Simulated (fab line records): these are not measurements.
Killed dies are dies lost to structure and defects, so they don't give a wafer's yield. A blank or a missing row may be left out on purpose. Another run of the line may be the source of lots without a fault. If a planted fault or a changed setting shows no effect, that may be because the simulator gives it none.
fab line records -- flow nandHarc -- part 2 of 2: steps 5 to 6 of 6
record lots=24, wafers=72, lastDay=33
route steps=1302 shown A_STAIRCASE@796
lots with no fault: from the same line, run without faults
startH: hours from the record's opening day to when the first of the lot's shown wafers began -- waitH: hours elapsed since this lot's preceding step -- " the same as in the row above -- L1.1+2: a row that stands for several wafers -- - value missing, or start not given -- * or withheld: withheld -- < > ~ a bound
route shown NAME@n: names a module that has steps shown in the file, with the first one's number in the route -- usual: mean/standard deviation of fault-free wafers -- same: alike in all rows -- chamber/n: place in a boat -- sites: per-site readings -- _std_site: the standard deviation of these -- _edge_site: inner sites' mean taken away from outer sites' mean -- radiusMm: how far each site lies from the wafer's centre -- mask NAME#n: copy n -- behind: the last tool/chamber to shape the wafer -- hold: cause of the lot's hold/its duration in hours/its outcome -- device: transistor that didn't switch, given as n, p or np -- end of line: the same wafers' tests at the end of the route -- a step without rows: its recipe alone -- killed: count of dies lost to structure and defects at first sort (not the wafer's yield) -- map: the dies of a wafer, with x for killed, . for not killed, _ for no die there
set.NAME: the setting that was run; set.NAME@STEP: the one run at that earlier step -- model.NAME: the simulator's own value behind a step, which no gauge read
one table for each step of the route and one row for each wafer, over a sample of lots
services: when a tool's chamber went out of use (startH, in hours from the record's first day, below 0 if earlier), for how many hours, and the reason
## steps
# step NHARC_A_STAIRCASE_ALD_415
# recipe targetThkA=300, pulseTimeS=6, aldCycles=300, tempC=300, material=SiO2
# usual heaterPowerW=467/41, precursorPulseHeightRel=0.998/0.019
lot.wafer,tool,chamber,startH,waitH,heaterPowerW,precursorPulseHeightRel,sinceWetCleanH
L074.3,aldHk-03,3,384.88,0.1,500,0.985,160
L074.2,aldHk-03,2,387.63,2.8,410,0.990,162
L074.5,aldHk-03,0,389.46,4.6,483,1.025,-
L077.3,aldHk-01,0,408.40,0.1,471,0.989,93
L077.4,aldHk-01,3,408.40,0.1,481,0.973,94
L077.5,aldHk-01,1,408.40,0.1,496,1.018,-
L076.2,aldHk-04,2,409.73,0.3,583,1.014,140
L076.4,aldHk-04,3,409.73,0.3,466,1.010,140
L076.1,aldHk-04,0,409.73,0.3,474,0.999,140
L075.2,aldHk-04,1,413.29,0.5,510,1.012,143
L075.4,aldHk-04,2,413.29,0.5,562,1.001,143
L075.5,aldHk-04,3,413.29,0.5,461,0.979,-
L078.3,aldHk-04,3,421.03,0.1,468,0.993,151
L078.1,aldHk-04,1,421.03,0.1,504,0.952,151
L078.5,aldHk-04,3,421.03,0.1,462,0.957,-
L079.1,aldHk-01,2,425.19,0.1,406,0.979,110
L079.4,aldHk-01,0,425.19,0.1,465,0.990,111
L079.5,aldHk-01,3,425.19,0.1,493,1.024,-
L080.1,aldHk-03,2,442.67,0.3,414,0.999,39
L080.2,aldHk-03,0,442.67,0.3,484,1.013,40
L080.6,aldHk-03,2,442.67,0.3,404,0.999,-
L081.3,aldHk-04,1,462.79,0.1,448,0.986,15
L081.2,aldHk-04,0,462.79,0.1,483,1.013,15
L081.6,aldHk-04,2,462.79,0.1,519,0.991,-
L082.4,aldHk-01,1,462.95,0.1,494,0.996,148
L082.1,aldHk-01,3,462.95,0.1,487,0.962,148
L082.2,aldHk-01,0,462.95,0.1,463,0.990,148
L083.3,aldHk-04,2,492.75,0.3,505,0.985,45
L083.1,aldHk-04,3,492.75,0.3,441,1.023,45
L083.4,aldHk-04,0,492.75,0.3,479,0.996,45
L085.3,aldHk-01,1,496.35,1.4,490,0.970,3
L085.6,aldHk-01,2,496.35,1.4,418,0.977,-
L085.5,aldHk-01,3,496.35,1.4,486,0.976,-
L084.4,aldHk-01,2,498.31,1.0,419,0.991,5
L084.2,aldHk-01,1,498.31,1.0,495,1.009,6
L084.6,aldHk-01,3,498.31,1.0,491,1.025,-
L087.4,aldHk-03,2,507.00,0.5,418,1.019,104
L087.2,aldHk-03,0,507.00,0.5,475,1.001,105
L087.5,aldHk-03,2,507.00,0.5,399,0.970,-
L086.3,aldHk-04,2,510.99,0.5,506,1.018,63
L086.6,aldHk-04,0,510.99,0.5,487,1.021,-
L086.5,aldHk-04,1,510.99,0.5,458,1.000,-
L088.1,aldHk-03,0,517.34,0.1,493,1.017,114
L088.3,aldHk-03,3,518.71,1.4,500,0.971,115
L088.5,aldHk-03,1,518.71,1.4,415,1.042,-
L089.3,aldHk-04,2,522.77,0.5,522,0.994,75
L089.6,aldHk-04,0,522.77,0.5,481,1.016,-
L089.5,aldHk-04,1,522.77,0.5,466,1.012,-
L091.1,aldHk-03,2,549.41,0.3,418,0.978,146
L091.2,aldHk-03,3,549.41,0.3,517,1.013,146
L091.6,aldHk-03,1,549.41,0.3,408,0.999,-
L090.1,aldHk-01,3,549.98,0.1,494,0.992,57
L090.3,aldHk-01,1,549.98,0.1,483,1.014,57
L090.4,aldHk-01,2,549.98,0.1,425,1.000,58
L092.1,aldHk-01,2,553.77,0.1,413,1.015,61
L092.4,aldHk-01,1,553.77,0.1,496,0.976,61
L092.6,aldHk-01,2,553.77,0.1,420,1.014,-
L093.1,aldHk-04,3,583.75,0.8,438,1.001,136
L093.2,aldHk-04,0,583.75,0.8,477,1.014,136
L093.6,aldHk-04,0,583.75,0.8,490,0.968,-
L094.2,aldHk-01,2,584.66,1.0,413,1.005,92
L094.1,aldHk-01,1,584.66,1.0,483,1.002,92
L094.6,aldHk-01,2,584.66,1.0,429,0.996,-
L095.3,aldHk-03,0,591.19,0.5,472,0.996,10
L095.5,aldHk-03,2,591.19,0.5,405,1.001,-
L095.6,aldHk-03,3,591.19,0.5,521,1.004,-
L096.3,aldHk-01,0,592.29,0.1,453,0.986,99
L096.2,aldHk-01,1,592.29,0.1,490,0.997,99
L096.5,aldHk-01,1,592.29,0.1,490,1.001,-
L097.4,aldHk-03,0,617.81,0.5,476,1.008,37
L097.3,aldHk-03,1,617.81,0.5,420,1.003,37
L097.6,aldHk-03,3,617.81,0.5,533,0.998,-
# step NHARC_A_STAIRCASE_ETCHBACK_157
# recipe targetDepthA=900, overEtchFrac=0.3, timeS=167.14, ionEnergyEv=120, ch3fFlowSccm=50, o2FlowSccm=30, arFlowSccm=200, rfW=500, biasW=100, chemistry=CH3F/O2
# usual drypumpMotorCurrentA=5.7/0.39, oesProductAu=0.98/0.033, rfVppV=244.7/1.4, showerheadPlenumPTorr=2.47/0.075, throttleValvePct=20.664/0.0092
lot.wafer,tool,chamber,startH,waitH,drypumpMotorCurrentA,oesProductAu,rfHoursCounterH,rfVppV,showerheadPlenumPTorr,throttleValvePct
L074.3,rieDiel-06,2,434.93,0.1,5.3,0.91,34,245.7,2.50,20.657
L074.2,rieDiel-06,0,434.93,0.1,6.1,0.95,37,245.3,2.47,20.668
L074.5,rieDiel-06,1,434.93,0.1,5.9,0.93,-,243.4,2.41,20.647
L077.4,rieDiel-05,0,456.66,0.1,5.6,1.00,17,243.3,2.37,20.660
L077.3,rieDiel-05,3,456.66,0.1,5.5,0.98,16,243.9,2.43,20.649
L077.5,rieDiel-05,0,456.66,0.1,5.7,0.99,-,243.1,2.37,20.653
L076.2,rieDiel-06,0,457.23,0.2,6.1,1.01,44,244.7,2.47,20.692
L076.4,rieDiel-06,1,457.23,0.2,5.8,1.00,42,243.0,2.41,20.666
L076.1,rieDiel-06,2,457.23,0.2,5.3,0.97,39,245.3,2.50,20.658
L075.2,rieDiel-05,3,463.95,0.1,5.5,0.99,20,244.1,2.43,20.649
L075.4,rieDiel-05,1,463.95,0.1,6.3,1.00,17,245.8,2.60,20.662
L075.5,rieDiel-05,0,463.95,0.1,5.7,1.00,-,243.8,2.37,20.660
L078.3,rieDiel-12,2,464.25,0.2,5.4,1.02,6,245.5,2.52,20.648
L078.1,rieDiel-12,3,464.25,0.2,5.1,1.01,6,243.2,2.49,20.670
L078.5,rieDiel-12,2,464.25,0.2,5.4,1.01,-,247.3,2.52,20.656
L079.4,rieDiel-06,0,464.54,0.3,6.0,0.92,50,244.1,2.47,20.667
L079.1,rieDiel-06,1,464.54,0.3,5.9,0.93,46,242.8,2.41,20.660
L079.5,rieDiel-06,0,464.54,0.3,6.1,0.93,-,245.3,2.47,20.648
L080.2,rieDiel-05,3,489.71,0.1,5.5,0.96,27,244.1,2.43,20.667
L080.1,rieDiel-05,1,489.71,0.1,6.3,0.96,25,245.7,2.60,20.644
L080.6,rieDiel-05,3,489.71,0.1,5.5,0.96,-,244.5,2.43,20.670
L081.2,rieDiel-06,0,516.69,0.2,6.1,1.02,4,243.5,2.47,20.663
L081.3,rieDiel-06,1,516.69,0.2,5.9,1.01,4,244.1,2.40,20.662
L081.6,rieDiel-06,0,516.69,0.2,6.1,1.03,-,244.5,2.47,20.653
L082.2,rieDiel-12,2,517.69,0.2,5.4,1.01,24,244.9,2.51,20.665
L082.4,rieDiel-12,3,517.69,0.2,5.1,1.00,26,245.3,2.48,20.658
L082.1,rieDiel-12,1,517.69,0.2,6.2,1.04,25,245.6,2.44,20.670
L084.4,rieDiel-05,0,543.49,0.2,5.6,0.98,48,242.4,2.36,20.667
L084.2,rieDiel-05,2,543.49,0.2,5.7,0.99,39,245.7,2.62,20.655
L084.6,rieDiel-05,0,543.49,0.2,5.7,0.98,-,244.2,2.36,20.655
L083.1,rieDiel-05,1,543.75,0.1,6.3,0.95,47,246.0,2.59,20.689
L083.4,rieDiel-05,2,543.75,0.1,5.7,0.99,39,246.0,2.62,20.659
L083.3,rieDiel-05,0,543.75,0.1,5.7,0.98,48,242.2,2.36,20.662
L085.3,rieDiel-12,0,543.83,0.2,6.0,0.97,36,244.4,2.45,20.671
L085.6,rieDiel-12,1,543.83,0.2,6.3,1.00,-,243.8,2.44,20.657
L085.5,rieDiel-12,2,543.83,0.2,5.4,0.98,-,245.1,2.51,20.658
L087.4,rieDiel-06,0,556.25,0.2,6.2,1.03,19,243.5,2.46,20.679
L087.2,rieDiel-06,2,556.25,0.2,5.3,0.98,21,243.7,2.49,20.657
L087.5,rieDiel-06,0,556.25,0.2,6.1,1.02,-,244.9,2.46,20.663
L086.3,rieDiel-12,3,556.47,0.2,5.1,0.93,37,244.6,2.48,20.674
L086.6,rieDiel-12,0,556.47,0.2,6.0,0.95,-,243.4,2.45,20.669
L086.5,rieDiel-12,1,556.47,0.2,6.3,0.95,-,244.6,2.43,20.662
L088.3,rieDiel-12,2,565.62,0.2,5.4,1.01,38,244.9,2.51,20.654
L088.1,rieDiel-12,0,565.62,0.2,6.0,0.99,43,243.2,2.45,20.655
L088.5,rieDiel-12,2,565.62,0.2,5.4,1.01,-,245.4,2.51,20.679
L089.3,rieDiel-05,1,565.79,0.2,6.4,0.92,56,245.6,2.59,20.678
L089.6,rieDiel-05,1,565.79,0.2,6.3,0.92,-,246.0,2.59,20.660
L089.5,rieDiel-05,2,565.79,0.2,5.7,0.95,-,245.5,2.62,20.666
L090.3,rieDiel-05,2,598.37,0.2,5.7,1.02,1,245.7,2.61,20.651
L090.1,rieDiel-05,1,598.37,0.2,6.3,0.99,1,246.9,2.58,20.666
L090.4,rieDiel-05,3,598.37,0.2,5.5,0.99,-,244.0,2.41,20.664
L091.2,rieDiel-12,2,601.74,0.2,5.4,0.99,52,244.7,2.50,20.665
L091.1,rieDiel-12,3,601.74,0.2,5.1,0.97,52,242.4,2.47,20.654
L091.6,rieDiel-12,1,601.74,0.2,6.3,0.98,-,244.5,2.43,20.662
L092.4,rieDiel-06,3,602.21,0.1,5.2,0.92,28,242.7,2.42,20.670
L092.1,rieDiel-06,0,602.21,0.1,6.0,0.94,33,244.7,2.45,20.680
L092.6,rieDiel-06,0,602.21,0.1,6.1,0.95,-,244.4,2.45,20.681
L094.2,rieDiel-12,2,632.36,0.4,5.4,1.01,0,245.2,2.50,20.662
L094.1,rieDiel-12,1,632.36,0.4,6.3,1.01,0,242.3,2.43,20.676
L094.6,rieDiel-12,2,632.36,0.4,5.4,1.02,-,244.7,2.50,20.670
L093.2,rieDiel-06,0,632.43,0.4,6.1,1.02,44,244.2,2.45,20.658
L093.1,rieDiel-06,1,632.43,0.4,5.9,1.00,48,243.2,2.38,20.673
L093.6,rieDiel-06,3,632.43,0.4,5.2,1.01,-,244.0,2.41,20.665
L096.3,rieDiel-06,2,635.03,0.2,5.3,0.99,50,246.9,2.48,20.670
L096.2,rieDiel-06,0,635.03,0.2,6.1,1.01,46,245.1,2.45,20.671
L096.5,rieDiel-06,1,635.03,0.2,5.9,1.01,-,243.3,2.38,20.653
L095.3,rieDiel-05,2,635.75,0.2,5.7,1.00,15,246.0,2.61,20.664
L095.6,rieDiel-05,1,635.75,0.2,6.3,1.00,-,246.3,2.58,20.672
L095.5,rieDiel-05,2,635.75,0.2,5.7,1.01,-,247.1,2.61,20.661
L097.4,rieDiel-05,2,659.58,0.2,5.7,0.92,21,247.3,2.61,20.664
L097.3,rieDiel-05,3,659.58,0.2,5.5,0.92,19,243.8,2.40,20.657
L097.6,rieDiel-05,2,659.58,0.2,5.7,0.92,-,246.0,2.61,20.669
## services
tool,chamber,startH,hours,kind
pecvd-03,-,366.00,13.0,pm
aldHk-03,-,393.75,10.0,pm
rieDiel-05,-,406.64,9.0,pm
aldHk-04,-,438.58,10.0,pm
rieDiel-12,-,446.24,9.0,pm
rieDiel-05,-,449.79,0.6,repair
pecvd-04,-,450.40,13.0,pm
rieDiel-05,0,470.51,4.5,repair
aldHk-01,-,483.60,10.0,pm
rieDiel-06,-,485.02,9.0,pm
pecvd-01,-,492.31,13.0,pm
rieDiel-05,2,504.00,8.9,repair
aldHk-03,-,505.79,0.3,repair
pecvd-03,0,509.42,16.8,repair
pecvd-03,-,547.00,13.0,pm
rieDiel-05,0,561.94,66.9,repair
aldHk-03,-,571.75,10.0,pm
rieDiel-06,3,579.46,15.5,repair
rieDiel-05,-,583.72,9.0,pm
pecvd-01,-,608.61,1.6,repair
pecvd-03,0,611.13,13.4,repair
aldHk-04,-,617.21,10.0,pm
rieDiel-12,-,623.27,9.0,pm
rieDiel-05,3,645.74,6.0,repair
